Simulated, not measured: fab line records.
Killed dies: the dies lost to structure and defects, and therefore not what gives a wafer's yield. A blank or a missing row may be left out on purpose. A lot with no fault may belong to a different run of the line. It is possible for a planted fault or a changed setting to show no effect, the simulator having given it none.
fab line records || flow n5-finfet
record {"lots": 7, "wafers": 39}
route steps=1938 shown PASS1_CAP@1873 TV_LITHO@1875 TV_OPEN@1887 PASSIVATION@1930
start-h: start of the lot's first displayed wafer, in hours after the record's first day || wait-h: how many hours have passed since the lot's step before this one || " same as the row above || L1.1+2: several wafers, shown together as one row || - value missing, or start not given || * or withheld: withheld || < > ~ a bound
route shown NAME@n: names a module that has steps shown in the file, with the first one's number in the route || usual: mean/standard deviation of fault-free wafers || same: alike in all rows || chamber/n: place in a boat || sites: readings site by site || _std_site: their standard deviation || _edge_site: the outer-site mean with the inner-site mean subtracted || radius-mm: how far each site lies from the wafer's centre || mask NAME#n: copy n || behind: tool/chamber where the wafer was last shaped || hold: cause of the lot's hold/its duration in hours/its outcome || device: which transistor (n, p or np) failed to switch || end of line: at the end of the route, the tests of the same wafers || a step given without rows: its recipe and nothing more || killed: at the first sort, the dies lost to defects and structure; wafer yield is something else || map: a wafer's dies, marking killed ones x, the rest . and places with no die _
set.NAME: the run value of the setting; set.NAME@STEP: its run value at that earlier step || model.NAME: the simulator's own value behind a step, which no gauge read
lots where settings were altered on purpose, with a table for each step and a row for each wafer
## steps
# step N5_PASSIVATION_PECVD_55
# recipe {"material": "SiO2", "target-thk-a": 4000, "temp-c": 400, "precursor": "SiH4/N2O", "pressure-torr": 2.7, "rf-w": 608, "time-s": 22.5}
{"lot.wafer": "L074.1", "tool": "pecvd-04", "chamber": 0, "start-h": 257.76, "wait-h": 0.0, "set.time-s": 31.67, "model.SiO2_of_PASSIVATION_PECVD_55.thk-nm": 570.2}
{"lot.wafer": "L074.2", "tool": "pecvd-04", "chamber": 2, "start-h": 257.76, "wait-h": 0.0, "set.time-s": 22.5, "model.SiO2_of_PASSIVATION_PECVD_55.thk-nm": 395.8}
{"lot.wafer": "L074.3", "tool": "pecvd-04", "chamber": 1, "start-h": 257.76, "wait-h": 0.0, "set.time-s": 31.67, "model.SiO2_of_PASSIVATION_PECVD_55.thk-nm": 558.2}
{"lot.wafer": "L074.4", "tool": "pecvd-04", "chamber": 1, "start-h": 257.76, "wait-h": 0.0, "set.time-s": 31.67, "model.SiO2_of_PASSIVATION_PECVD_55.thk-nm": 563.6}
{"lot.wafer": "L074.5", "tool": "pecvd-04", "chamber": 0, "start-h": 257.76, "wait-h": 0.0, "set.time-s": 22.5, "model.SiO2_of_PASSIVATION_PECVD_55.thk-nm": 410.8}
{"lot.wafer": "L074.6", "tool": "pecvd-04", "chamber": 2, "start-h": 257.76, "wait-h": 0.0, "set.time-s": 22.5, "model.SiO2_of_PASSIVATION_PECVD_55.thk-nm": 401.2}
{"lot.wafer": "L077.1", "tool": "pecvd-04", "chamber": 0, "start-h": 272.94, "wait-h": 0.0, "set.time-s": 22.5, "model.SiO2_of_PASSIVATION_PECVD_55.thk-nm": 404.4}
{"lot.wafer": "L077.2", "tool": "pecvd-04", "chamber": 2, "start-h": 272.94, "wait-h": 0.0, "set.time-s": 9.301, "model.SiO2_of_PASSIVATION_PECVD_55.thk-nm": 160.6}
{"lot.wafer": "L077.3", "tool": "pecvd-04", "chamber": 1, "start-h": 272.94, "wait-h": 0.0, "set.time-s": 22.5, "model.SiO2_of_PASSIVATION_PECVD_55.thk-nm": 383.2}
{"lot.wafer": "L077.4", "tool": "pecvd-04", "chamber": 0, "start-h": 272.94, "wait-h": 0.0, "set.time-s": 9.301, "model.SiO2_of_PASSIVATION_PECVD_55.thk-nm": 171.2}
{"lot.wafer": "L077.5", "tool": "pecvd-04", "chamber": 2, "start-h": 272.94, "wait-h": 0.0, "set.time-s": 22.5, "model.SiO2_of_PASSIVATION_PECVD_55.thk-nm": 397}
{"lot.wafer": "L077.6", "tool": "pecvd-04", "chamber": 1, "start-h": 272.94, "wait-h": 0.0, "set.time-s": 9.301, "model.SiO2_of_PASSIVATION_PECVD_55.thk-nm": 156.8}
{"lot.wafer": "L079.1", "tool": "pecvd-03", "chamber": 1, "start-h": 281.95, "wait-h": 0.0, "set.time-s": 22.5, "model.SiO2_of_PASSIVATION_PECVD_55.thk-nm": 401.8}
{"lot.wafer": "L079.2", "tool": "pecvd-03", "chamber": 0, "start-h": 281.95, "wait-h": 0.0, "set.time-s": 22.5, "model.SiO2_of_PASSIVATION_PECVD_55.thk-nm": 386.8}
{"lot.wafer": "L079.3", "tool": "pecvd-03", "chamber": 2, "start-h": 281.95, "wait-h": 0.0, "set.time-s": 22.5, "model.SiO2_of_PASSIVATION_PECVD_55.thk-nm": 394.4}
{"lot.wafer": "L079.4", "tool": "pecvd-03", "chamber": 2, "start-h": 281.95, "wait-h": 0.0, "set.time-s": 22.5, "model.SiO2_of_PASSIVATION_PECVD_55.thk-nm": 399}
{"lot.wafer": "L079.5", "tool": "pecvd-03", "chamber": 1, "start-h": 281.95, "wait-h": 0.0, "set.time-s": 22.5, "model.SiO2_of_PASSIVATION_PECVD_55.thk-nm": 404.4}
{"lot.wafer": "L079.6", "tool": "pecvd-03", "chamber": 0, "start-h": 281.95, "wait-h": 0.0, "set.time-s": 22.5, "model.SiO2_of_PASSIVATION_PECVD_55.thk-nm": 397.4}
{"lot.wafer": "L082.1", "tool": "pecvd-04", "chamber": 1, "start-h": 318.36, "wait-h": 0.0, "set.time-s": 22.5, "model.SiO2_of_PASSIVATION_PECVD_55.thk-nm": 394}
{"lot.wafer": "L082.3", "tool": "pecvd-04", "chamber": 0, "start-h": 318.36, "wait-h": 0.0, "set.time-s": 22.5, "model.SiO2_of_PASSIVATION_PECVD_55.thk-nm": 400.8}
{"lot.wafer": "L082.5", "tool": "pecvd-04", "chamber": 0, "start-h": 318.36, "wait-h": 0.0, "set.time-s": 22.5, "model.SiO2_of_PASSIVATION_PECVD_55.thk-nm": 408.8}
{"lot.wafer": "L088.1", "tool": "pecvd-03", "chamber": 2, "start-h": 354.46, "wait-h": 0.0, "set.time-s": 22.5, "model.SiO2_of_PASSIVATION_PECVD_55.thk-nm": 395.6}
{"lot.wafer": "L088.2+4", "tool": "pecvd-03", "chamber": 1, "start-h": 354.46, "wait-h": 0.0, "set.time-s": 14.43, "model.SiO2_of_PASSIVATION_PECVD_55.thk-nm": 256.2}
{"lot.wafer": "L088.3", "tool": "pecvd-03", "chamber": 0, "start-h": 354.46, "wait-h": 0.0, "set.time-s": 14.43, "model.SiO2_of_PASSIVATION_PECVD_55.thk-nm": 246}
{"lot.wafer": "L088.5", "tool": "pecvd-03", "chamber": 2, "start-h": 354.46, "wait-h": 0.0, "set.time-s": 22.5, "model.SiO2_of_PASSIVATION_PECVD_55.thk-nm": 394.2}
{"lot.wafer": "L088.6", "tool": "pecvd-03", "chamber": 0, "start-h": 354.46, "wait-h": 0.0, "set.time-s": 22.5, "model.SiO2_of_PASSIVATION_PECVD_55.thk-nm": 391}
{"lot.wafer": "L096.1", "tool": "pecvd-04", "chamber": 2, "start-h": 416.25, "wait-h": 0.0, "set.time-s": 22.5, "model.SiO2_of_PASSIVATION_PECVD_55.thk-nm": 402.4}
{"lot.wafer": "L096.2", "tool": "pecvd-04", "chamber": 0, "start-h": 416.25, "wait-h": 0.0, "set.time-s": 9.051, "model.SiO2_of_PASSIVATION_PECVD_55.thk-nm": 169.2}
{"lot.wafer": "L096.3", "tool": "pecvd-04", "chamber": 1, "start-h": 416.25, "wait-h": 0.0, "set.time-s": 22.5, "model.SiO2_of_PASSIVATION_PECVD_55.thk-nm": 394.6}
{"lot.wafer": "L096.4", "tool": "pecvd-04", "chamber": 0, "start-h": 416.25, "wait-h": 0.0, "set.time-s": 22.5, "model.SiO2_of_PASSIVATION_PECVD_55.thk-nm": 413}
{"lot.wafer": "L096.5", "tool": "pecvd-04", "chamber": 1, "start-h": 416.25, "wait-h": 0.0, "set.time-s": 9.051, "model.SiO2_of_PASSIVATION_PECVD_55.thk-nm": 163.2}
{"lot.wafer": "L096.6", "tool": "pecvd-04", "chamber": 2, "start-h": 416.25, "wait-h": 0.0, "set.time-s": 9.051, "model.SiO2_of_PASSIVATION_PECVD_55.thk-nm": 164.8}
{"lot.wafer": "L097.1", "tool": "pecvd-03", "chamber": 2, "start-h": 425.11, "wait-h": 0.0, "set.time-s": 22.5, "model.SiO2_of_PASSIVATION_PECVD_55.thk-nm": 394.6}
{"lot.wafer": "L097.2", "tool": "pecvd-03", "chamber": 0, "start-h": 425.11, "wait-h": 0.0, "set.time-s": 31.86, "model.SiO2_of_PASSIVATION_PECVD_55.thk-nm": 552.6}
{"lot.wafer": "L097.3", "tool": "pecvd-03", "chamber": 0, "start-h": 425.11, "wait-h": 0.0, "set.time-s": 22.5, "model.SiO2_of_PASSIVATION_PECVD_55.thk-nm": 393.4}
{"lot.wafer": "L097.4", "tool": "pecvd-03", "chamber": 2, "start-h": 425.11, "wait-h": 0.0, "set.time-s": 31.86, "model.SiO2_of_PASSIVATION_PECVD_55.thk-nm": 570.6}
{"lot.wafer": "L097.5", "tool": "pecvd-03", "chamber": 2, "start-h": 425.11, "wait-h": 0.0, "set.time-s": 31.86, "model.SiO2_of_PASSIVATION_PECVD_55.thk-nm": 572.2}
{"lot.wafer": "L097.6", "tool": "pecvd-03", "chamber": 0, "start-h": 425.11, "wait-h": 0.0, "set.time-s": 22.5, "model.SiO2_of_PASSIVATION_PECVD_55.thk-nm": 390.6}
# step N5_PASSIVATION_PECVD_01
# recipe {"material": "SiNx", "target-thk-a": 2000, "temp-c": 400, "precursor": "SiH4/NH3/N2", "pressure-torr": 4.9, "rf-w": 1406, "time-s": 43.2}
# step N5_PASSIVATION_HMDS_03
# recipe {"time-s": 60, "temp-c": 120}
# step N5_PASSIVATION_DESCUM_12
# recipe {"chemistry": "O2", "time-s": 7.9, "source-power-w": 50, "bias-power-w": 20, "pressure-mtorr": 20, "rf-frequency-hz": 2.712e+07, "temp-c": 40, "o2-flow-sccm": 225}
# step N5_PASSIVATION_PASS_ETCH_74
# recipe {"chemistry": "CF4/O2", "target": "SiNx", "target-depth-a": 2200, "time-s": 110, "ion-energy-ev": 100, "pressure-mtorr": 40, "source-w": 535, "bias-w": 49, "Ar_flow_sccm": 100, "cf4-flow-sccm": 100, "O2_flow_sccm": 10}
# step N5_PASSIVATION_VIA_ETCH_13
# recipe {"chemistry": "CHF3/O2", "target": "SiO2", "target-depth-a": 6600, "CHF3_flow_sccm": 50, "O2_flow_sccm": 5, "Ar_flow_sccm": 200, "time-s": 330, "mask-material": "PR", "pressure-mtorr": 30, "source-w": 650, "bias-w": 170, "ion-energy-ev": 200, "ends": "cleared"}
# usual {"etch-rf-on-time-s": "235/7.1"}
{"lot.wafer": "L074.1", "tool": "rie-diel-03", "chamber": 0, "start-h": 258.95, "wait-h": 0.0, "set.time-s@PASSIVATION_PECVD_55": 31.67, "etch-rf-on-time-s": 326, "model.TV_OPEN.cd-offset-nm": 0.4}
{"lot.wafer": "L074.2", "tool": "rie-diel-03", "chamber": 1, "start-h": 258.95, "wait-h": 0.0, "set.time-s@PASSIVATION_PECVD_55": 22.5, "etch-rf-on-time-s": 232, "model.TV_OPEN.cd-offset-nm": 2.2}
{"lot.wafer": "L074.3", "tool": "rie-diel-03", "chamber": 2, "start-h": 258.95, "wait-h": 0.0, "set.time-s@PASSIVATION_PECVD_55": 31.67, "etch-rf-on-time-s": 320, "model.TV_OPEN.cd-offset-nm": 0}
{"lot.wafer": "L074.4", "tool": "rie-diel-03", "chamber": 3, "start-h": 258.95, "wait-h": 0.0, "set.time-s@PASSIVATION_PECVD_55": 31.67, "etch-rf-on-time-s": 330, "model.TV_OPEN.cd-offset-nm": 1}
{"lot.wafer": "L074.5", "tool": "rie-diel-03", "chamber": 2, "start-h": 258.95, "wait-h": 0.0, "set.time-s@PASSIVATION_PECVD_55": 22.5, "etch-rf-on-time-s": 237, "model.TV_OPEN.cd-offset-nm": 1.4}
{"lot.wafer": "L074.6", "tool": "rie-diel-03", "chamber": 3, "start-h": 258.95, "wait-h": 0.0, "set.time-s@PASSIVATION_PECVD_55": 22.5, "etch-rf-on-time-s": 236, "model.TV_OPEN.cd-offset-nm": 2.8}
{"lot.wafer": "L077.1", "tool": "rie-diel-04", "chamber": 2, "start-h": 274.05, "wait-h": 0.0, "set.time-s@PASSIVATION_PECVD_55": 22.5, "etch-rf-on-time-s": 237, "model.TV_OPEN.cd-offset-nm": 1.8}
{"lot.wafer": "L077.2", "tool": "rie-diel-04", "chamber": 0, "start-h": 274.05, "wait-h": 0.0, "set.time-s@PASSIVATION_PECVD_55": 9.301, "etch-rf-on-time-s": 95, "model.TV_OPEN.cd-offset-nm": 5.4}
{"lot.wafer": "L077.3", "tool": "rie-diel-04", "chamber": 3, "start-h": 274.05, "wait-h": 0.0, "set.time-s@PASSIVATION_PECVD_55": 22.5, "etch-rf-on-time-s": 227, "model.TV_OPEN.cd-offset-nm": 2.8}
{"lot.wafer": "L077.4", "tool": "rie-diel-04", "chamber": 1, "start-h": 274.05, "wait-h": 0.0, "set.time-s@PASSIVATION_PECVD_55": 9.301, "etch-rf-on-time-s": 106, "model.TV_OPEN.cd-offset-nm": 4.8}
{"lot.wafer": "L077.5", "tool": "rie-diel-04", "chamber": 3, "start-h": 274.05, "wait-h": 0.0, "set.time-s@PASSIVATION_PECVD_55": 22.5, "etch-rf-on-time-s": 232, "model.TV_OPEN.cd-offset-nm": 2.2}
{"lot.wafer": "L077.6", "tool": "rie-diel-04", "chamber": 0, "start-h": 274.05, "wait-h": 0.0, "set.time-s@PASSIVATION_PECVD_55": 9.301, "etch-rf-on-time-s": 93, "model.TV_OPEN.cd-offset-nm": 5.4}
{"lot.wafer": "L079.1", "tool": "rie-diel-04", "chamber": 3, "start-h": 282.62, "wait-h": 0.0, "set.time-s@PASSIVATION_PECVD_55": 22.5, "etch-rf-on-time-s": 236, "model.TV_OPEN.cd-offset-nm": 3}
{"lot.wafer": "L079.2", "tool": "rie-diel-04", "chamber": 2, "start-h": 282.62, "wait-h": 0.0, "set.time-s@PASSIVATION_PECVD_55": 22.5, "etch-rf-on-time-s": 222, "model.TV_OPEN.cd-offset-nm": 1.8}
{"lot.wafer": "L079.3", "tool": "rie-diel-04", "chamber": 0, "start-h": 282.62, "wait-h": 0.0, "set.time-s@PASSIVATION_PECVD_55": 22.5, "etch-rf-on-time-s": 234, "model.TV_OPEN.cd-offset-nm": 3.6}
{"lot.wafer": "L079.4", "tool": "rie-diel-04", "chamber": 1, "start-h": 282.62, "wait-h": 0.0, "set.time-s@PASSIVATION_PECVD_55": 22.5, "etch-rf-on-time-s": 250, "model.TV_OPEN.cd-offset-nm": 2.2}
{"lot.wafer": "L079.5", "tool": "rie-diel-04", "chamber": 3, "start-h": 282.62, "wait-h": 0.0, "set.time-s@PASSIVATION_PECVD_55": 22.5, "etch-rf-on-time-s": 237, "model.TV_OPEN.cd-offset-nm": 3}
{"lot.wafer": "L079.6", "tool": "rie-diel-04", "chamber": 2, "start-h": 282.62, "wait-h": 0.0, "set.time-s@PASSIVATION_PECVD_55": 22.5, "etch-rf-on-time-s": 230, "model.TV_OPEN.cd-offset-nm": 1.8}
{"lot.wafer": "L082.1", "tool": "rie-diel-06", "chamber": 3, "start-h": 320.63, "wait-h": 0.0, "set.time-s@PASSIVATION_PECVD_55": 22.5, "etch-rf-on-time-s": 233, "model.TV_OPEN.cd-offset-nm": 1.8}
{"lot.wafer": "L082.3", "tool": "rie-diel-06", "chamber": 2, "start-h": 320.63, "wait-h": 0.0, "set.time-s@PASSIVATION_PECVD_55": 22.5, "etch-rf-on-time-s": 234, "model.TV_OPEN.cd-offset-nm": 2.4}
{"lot.wafer": "L082.5", "tool": "rie-diel-06", "chamber": 0, "start-h": 320.63, "wait-h": 0.0, "set.time-s@PASSIVATION_PECVD_55": 22.5, "etch-rf-on-time-s": 235, "model.TV_OPEN.cd-offset-nm": 1.4}
{"lot.wafer": "L088.1", "tool": "rie-diel-04", "chamber": 2, "start-h": 355.15, "wait-h": 0.0, "set.time-s@PASSIVATION_PECVD_55": 22.5, "etch-rf-on-time-s": 233, "model.TV_OPEN.cd-offset-nm": 1.4}
{"lot.wafer": "L088.2", "tool": "rie-diel-04", "chamber": 1, "start-h": 355.15, "wait-h": 0.0, "set.time-s@PASSIVATION_PECVD_55": 14.43, "etch-rf-on-time-s": 162, "model.TV_OPEN.cd-offset-nm": 3.4}
{"lot.wafer": "L088.3", "tool": "rie-diel-04", "chamber": 0, "start-h": 355.15, "wait-h": 0.0, "set.time-s@PASSIVATION_PECVD_55": 14.43, "etch-rf-on-time-s": 146, "model.TV_OPEN.cd-offset-nm": 4.4}
{"lot.wafer": "L088.4", "tool": "rie-diel-04", "chamber": 3, "start-h": 355.15, "wait-h": 0.0, "set.time-s@PASSIVATION_PECVD_55": 14.43, "etch-rf-on-time-s": 152, "model.TV_OPEN.cd-offset-nm": 3.8}
{"lot.wafer": "L088.5", "tool": "rie-diel-04", "chamber": 0, "start-h": 355.15, "wait-h": 0.0, "set.time-s@PASSIVATION_PECVD_55": 22.5, "etch-rf-on-time-s": 233, "model.TV_OPEN.cd-offset-nm": 2.6}
{"lot.wafer": "L088.6", "tool": "rie-diel-04", "chamber": 1, "start-h": 355.15, "wait-h": 0.0, "set.time-s@PASSIVATION_PECVD_55": 22.5, "etch-rf-on-time-s": 248, "model.TV_OPEN.cd-offset-nm": 1.8}
{"lot.wafer": "L096.1", "tool": "rie-diel-04", "chamber": 0, "start-h": 417.53, "wait-h": 0.0, "set.time-s@PASSIVATION_PECVD_55": 22.5, "etch-rf-on-time-s": 241, "model.TV_OPEN.cd-offset-nm": 2.4}
{"lot.wafer": "L096.2", "tool": "rie-diel-04", "chamber": 1, "start-h": 417.53, "wait-h": 0.0, "set.time-s@PASSIVATION_PECVD_55": 9.051, "etch-rf-on-time-s": 107, "model.TV_OPEN.cd-offset-nm": 4.4}
{"lot.wafer": "L096.3", "tool": "rie-diel-04", "chamber": 2, "start-h": 417.53, "wait-h": 0.0, "set.time-s@PASSIVATION_PECVD_55": 22.5, "etch-rf-on-time-s": 231, "model.TV_OPEN.cd-offset-nm": 1.6}
{"lot.wafer": "L096.4", "tool": "rie-diel-04", "chamber": 3, "start-h": 417.53, "wait-h": 0.0, "set.time-s@PASSIVATION_PECVD_55": 22.5, "etch-rf-on-time-s": 246, "model.TV_OPEN.cd-offset-nm": 2}
{"lot.wafer": "L096.5", "tool": "rie-diel-04", "chamber": 1, "start-h": 417.53, "wait-h": 0.0, "set.time-s@PASSIVATION_PECVD_55": 9.051, "etch-rf-on-time-s": 104, "model.TV_OPEN.cd-offset-nm": 5}
{"lot.wafer": "L096.6", "tool": "rie-diel-04", "chamber": 2, "start-h": 417.53, "wait-h": 0.0, "set.time-s@PASSIVATION_PECVD_55": 9.051, "etch-rf-on-time-s": 98, "model.TV_OPEN.cd-offset-nm": 4.4}
{"lot.wafer": "L097.1", "tool": "rie-diel-04", "chamber": 2, "start-h": 425.79, "wait-h": 0.0, "set.time-s@PASSIVATION_PECVD_55": 22.5, "etch-rf-on-time-s": 231, "model.TV_OPEN.cd-offset-nm": 1.2}
{"lot.wafer": "L097.2", "tool": "rie-diel-04", "chamber": 1, "start-h": 425.79, "wait-h": 0.0, "set.time-s@PASSIVATION_PECVD_55": 31.86, "etch-rf-on-time-s": 349, "model.TV_OPEN.cd-offset-nm": 0.2}
{"lot.wafer": "L097.3", "tool": "rie-diel-04", "chamber": 0, "start-h": 425.79, "wait-h": 0.0, "set.time-s@PASSIVATION_PECVD_55": 22.5, "etch-rf-on-time-s": 233, "model.TV_OPEN.cd-offset-nm": 2}
{"lot.wafer": "L097.4", "tool": "rie-diel-04", "chamber": 3, "start-h": 425.79, "wait-h": 0.0, "set.time-s@PASSIVATION_PECVD_55": 31.86, "etch-rf-on-time-s": 340, "model.TV_OPEN.cd-offset-nm": -0.2}
{"lot.wafer": "L097.5", "tool": "rie-diel-04", "chamber": 1, "start-h": 425.79, "wait-h": 0.0, "set.time-s@PASSIVATION_PECVD_55": 31.86, "etch-rf-on-time-s": 363, "model.TV_OPEN.cd-offset-nm": -0.4}
{"lot.wafer": "L097.6", "tool": "rie-diel-04", "chamber": 2, "start-h": 425.79, "wait-h": 0.0, "set.time-s@PASSIVATION_PECVD_55": 22.5, "etch-rf-on-time-s": 228, "model.TV_OPEN.cd-offset-nm": 1.2}
# step N5_PASSIVATION_ETCH_54
# recipe {"chemistry": "CHF3/O2", "target": "SiO2", "target-depth-a": 8800, "CHF3_flow_sccm": 50, "O2_flow_sccm": 5, "Ar_flow_sccm": 200, "time-s": 440, "mask-material": "PR", "pressure-mtorr": 30, "source-w": 650, "bias-w": 170, "ion-energy-ev": 200}
{"lot.wafer": "L074.1", "tool": "rie-diel-02", "chamber": 0, "start-h": 262.89, "wait-h": 0.1, "set.time-s": 440, "model.PASSIVATION.feature-depth-nm": 877.6, "model.etch.depth-nm": 877.7}
{"lot.wafer": "L074.2", "tool": "rie-diel-02", "chamber": 3, "start-h": 262.89, "wait-h": 0.1, "set.time-s": 440, "model.PASSIVATION.feature-depth-nm": 891.4, "model.etch.depth-nm": 891.3}
{"lot.wafer": "L074.3", "tool": "rie-diel-02", "chamber": 2, "start-h": 262.89, "wait-h": 0.1, "set.time-s": 607.4, "model.PASSIVATION.feature-depth-nm": 1196, "model.etch.depth-nm": 1196}
{"lot.wafer": "L074.4", "tool": "rie-diel-02", "chamber": 1, "start-h": 262.89, "wait-h": 0.1, "set.time-s": 440, "model.PASSIVATION.feature-depth-nm": 834.4, "model.etch.depth-nm": 834.4}
{"lot.wafer": "L074.5", "tool": "rie-diel-02", "chamber": 2, "start-h": 262.89, "wait-h": 0.1, "set.time-s": 607.4, "model.PASSIVATION.feature-depth-nm": 1206, "model.etch.depth-nm": 1206}
{"lot.wafer": "L074.6", "tool": "rie-diel-02", "chamber": 3, "start-h": 262.89, "wait-h": 0.1, "set.time-s": 607.4, "model.PASSIVATION.feature-depth-nm": 1229, "model.etch.depth-nm": 1229}
{"lot.wafer": "L077.1", "tool": "rie-diel-01", "chamber": 1, "start-h": 277.30, "wait-h": 0.1, "set.time-s": 663.7, "model.PASSIVATION.feature-depth-nm": 1304, "model.etch.depth-nm": 1304}
{"lot.wafer": "L077.2", "tool": "rie-diel-01", "chamber": 0, "start-h": 277.30, "wait-h": 0.1, "set.time-s": 663.7, "model.PASSIVATION.feature-depth-nm": 1342, "model.etch.depth-nm": 1342}
{"lot.wafer": "L077.3", "tool": "rie-diel-01", "chamber": 3, "start-h": 277.30, "wait-h": 0.1, "set.time-s": 440, "model.PASSIVATION.feature-depth-nm": 860.2, "model.etch.depth-nm": 860.3}
{"lot.wafer": "L077.4", "tool": "rie-diel-01", "chamber": 2, "start-h": 277.30, "wait-h": 0.1, "set.time-s": 663.7, "model.PASSIVATION.feature-depth-nm": 1288, "model.etch.depth-nm": 1288}
{"lot.wafer": "L077.5", "tool": "rie-diel-01", "chamber": 3, "start-h": 277.30, "wait-h": 0.1, "set.time-s": 440, "model.PASSIVATION.feature-depth-nm": 853.2, "model.etch.depth-nm": 853.2}
{"lot.wafer": "L077.6", "tool": "rie-diel-01", "chamber": 0, "start-h": 277.30, "wait-h": 0.1, "set.time-s": 440, "model.PASSIVATION.feature-depth-nm": 900.6, "model.etch.depth-nm": 900.5}
{"lot.wafer": "L079.1", "tool": "rie-diel-02", "chamber": 3, "start-h": 286.68, "wait-h": 0.1, "set.time-s": 440, "model.PASSIVATION.feature-depth-nm": 896, "model.etch.depth-nm": 896.1}
{"lot.wafer": "L079.2", "tool": "rie-diel-02", "chamber": 0, "start-h": 286.68, "wait-h": 0.1, "set.time-s": 440, "model.PASSIVATION.feature-depth-nm": 885.2, "model.etch.depth-nm": 885.2}
{"lot.wafer": "L079.3", "tool": "rie-diel-02", "chamber": 1, "start-h": 286.68, "wait-h": 0.1, "set.time-s": 602.7, "model.PASSIVATION.feature-depth-nm": 1153, "model.etch.depth-nm": 1153}
{"lot.wafer": "L079.4", "tool": "rie-diel-02", "chamber": 2, "start-h": 286.68, "wait-h": 0.1, "set.time-s": 602.7, "model.PASSIVATION.feature-depth-nm": 1189, "model.etch.depth-nm": 1189}
{"lot.wafer": "L079.5", "tool": "rie-diel-02", "chamber": 2, "start-h": 286.68, "wait-h": 0.1, "set.time-s": 602.7, "model.PASSIVATION.feature-depth-nm": 1188, "model.etch.depth-nm": 1188}
{"lot.wafer": "L079.6", "tool": "rie-diel-02", "chamber": 1, "start-h": 286.68, "wait-h": 0.1, "set.time-s": 440, "model.PASSIVATION.feature-depth-nm": 835.2, "model.etch.depth-nm": 835.1}
{"lot.wafer": "L082.1", "tool": "rie-diel-02", "chamber": 1, "start-h": 324.23, "wait-h": 0.1, "set.time-s": 440, "model.PASSIVATION.feature-depth-nm": 844, "model.etch.depth-nm": 844}
{"lot.wafer": "L082.3", "tool": "rie-diel-02", "chamber": 3, "start-h": 324.23, "wait-h": 0.1, "set.time-s": 440, "model.PASSIVATION.feature-depth-nm": 906.6, "model.etch.depth-nm": 906.7}
{"lot.wafer": "L082.5", "tool": "rie-diel-02", "chamber": 3, "start-h": 324.23, "wait-h": 0.1, "set.time-s": 440, "model.PASSIVATION.feature-depth-nm": 922.2, "model.etch.depth-nm": 922.3}
{"lot.wafer": "L088.1", "tool": "rie-diel-05", "chamber": 3, "start-h": 358.48, "wait-h": 0.1, "set.time-s": 440, "model.PASSIVATION.feature-depth-nm": 877.4, "model.etch.depth-nm": 877.4}
{"lot.wafer": "L088.2", "tool": "rie-diel-05", "chamber": 1, "start-h": 358.48, "wait-h": 0.1, "set.time-s": 440, "model.PASSIVATION.feature-depth-nm": 883.8, "model.etch.depth-nm": 883.8}
{"lot.wafer": "L088.3", "tool": "rie-diel-05", "chamber": 2, "start-h": 358.48, "wait-h": 0.1, "set.time-s": 440, "model.PASSIVATION.feature-depth-nm": 892.8, "model.etch.depth-nm": 892.7}
{"lot.wafer": "L088.4", "tool": "rie-diel-05", "chamber": 0, "start-h": 358.48, "wait-h": 0.1, "set.time-s": 440, "model.PASSIVATION.feature-depth-nm": 894.8, "model.etch.depth-nm": 894.8}
{"lot.wafer": "L088.5", "tool": "rie-diel-05", "chamber": 0, "start-h": 358.48, "wait-h": 0.1, "set.time-s": 440, "model.PASSIVATION.feature-depth-nm": 891.4, "model.etch.depth-nm": 891.4}
{"lot.wafer": "L088.6", "tool": "rie-diel-05", "chamber": 3, "start-h": 358.48, "wait-h": 0.1, "set.time-s": 440, "model.PASSIVATION.feature-depth-nm": 881.6, "model.etch.depth-nm": 881.5}
{"lot.wafer": "L096.1", "tool": "rie-diel-05", "chamber": 1, "start-h": 421.48, "wait-h": 0.1, "set.time-s": 440, "model.PASSIVATION.feature-depth-nm": 876, "model.etch.depth-nm": 876}
{"lot.wafer": "L096.2", "tool": "rie-diel-05", "chamber": 2, "start-h": 421.48, "wait-h": 0.1, "set.time-s": 440, "model.PASSIVATION.feature-depth-nm": 872.2, "model.etch.depth-nm": 872.2}
{"lot.wafer": "L096.3", "tool": "rie-diel-05", "chamber": 0, "start-h": 421.48, "wait-h": 0.1, "set.time-s": 440, "model.PASSIVATION.feature-depth-nm": 909.8, "model.etch.depth-nm": 909.8}
{"lot.wafer": "L096.4", "tool": "rie-diel-05", "chamber": 3, "start-h": 421.48, "wait-h": 0.1, "set.time-s": 440, "model.PASSIVATION.feature-depth-nm": 877.6, "model.etch.depth-nm": 877.6}
{"lot.wafer": "L096.5", "tool": "rie-diel-05", "chamber": 3, "start-h": 421.48, "wait-h": 0.1, "set.time-s": 440, "model.PASSIVATION.feature-depth-nm": 874.4, "model.etch.depth-nm": 874.4}
{"lot.wafer": "L096.6", "tool": "rie-diel-05", "chamber": 2, "start-h": 421.48, "wait-h": 0.1, "set.time-s": 440, "model.PASSIVATION.feature-depth-nm": 878.2, "model.etch.depth-nm": 878.1}
{"lot.wafer": "L097.1", "tool": "rie-diel-01", "chamber": 0, "start-h": 429.65, "wait-h": 0.1, "set.time-s": 650.5, "model.PASSIVATION.feature-depth-nm": 1342, "model.etch.depth-nm": 1342}
{"lot.wafer": "L097.2", "tool": "rie-diel-01", "chamber": 3, "start-h": 429.65, "wait-h": 0.1, "set.time-s": 440, "model.PASSIVATION.feature-depth-nm": 861, "model.etch.depth-nm": 861.1}
{"lot.wafer": "L097.3", "tool": "rie-diel-01", "chamber": 1, "start-h": 429.65, "wait-h": 0.1, "set.time-s": 440, "model.PASSIVATION.feature-depth-nm": 849.4, "model.etch.depth-nm": 849.3}
{"lot.wafer": "L097.4", "tool": "rie-diel-01", "chamber": 1, "start-h": 429.65, "wait-h": 0.1, "set.time-s": 440, "model.PASSIVATION.feature-depth-nm": 848.2, "model.etch.depth-nm": 848.1}
{"lot.wafer": "L097.5", "tool": "rie-diel-01", "chamber": 3, "start-h": 429.65, "wait-h": 0.1, "set.time-s": 650.5, "model.PASSIVATION.feature-depth-nm": 1275, "model.etch.depth-nm": 1275}
{"lot.wafer": "L097.6", "tool": "rie-diel-01", "chamber": 0, "start-h": 429.65, "wait-h": 0.1, "set.time-s": 650.5, "model.PASSIVATION.feature-depth-nm": 1343, "model.etch.depth-nm": 1343}
## key
split {"step": "N5_PASSIVATION_PECVD_55", "setting": "time-s", "stated": 22.5, "by": "wafer"}
response {"step": "N5_PASSIVATION_PECVD_55", "reading": "model.SiO2_of_PASSIVATION_PECVD_55.thk-nm", "change": "+3.99", "per": "1%", "r": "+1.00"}
response {"step": "N5_PASSIVATION_VIA_ETCH_13", "reading": "etch-rf-on-time-s", "change": "*", "per": "1%", "r": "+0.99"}
response {"step": "N5_PASSIVATION_VIA_ETCH_13", "reading": "model.TV_OPEN.cd-offset-nm", "change": -0.0454, "per": "1%", "r": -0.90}
split {"step": "N5_PASSIVATION_ETCH_54", "setting": "time-s", "stated": 440, "by": "wafer"}
response {"step": "N5_PASSIVATION_ETCH_54", "reading": "model.PASSIVATION.feature-depth-nm", "change": "+8.98", "per": "1%", "r": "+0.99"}
response {"step": "N5_PASSIVATION_ETCH_54", "reading": "model.etch.depth-nm", "change": "+8.98", "per": "1%", "r": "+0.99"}
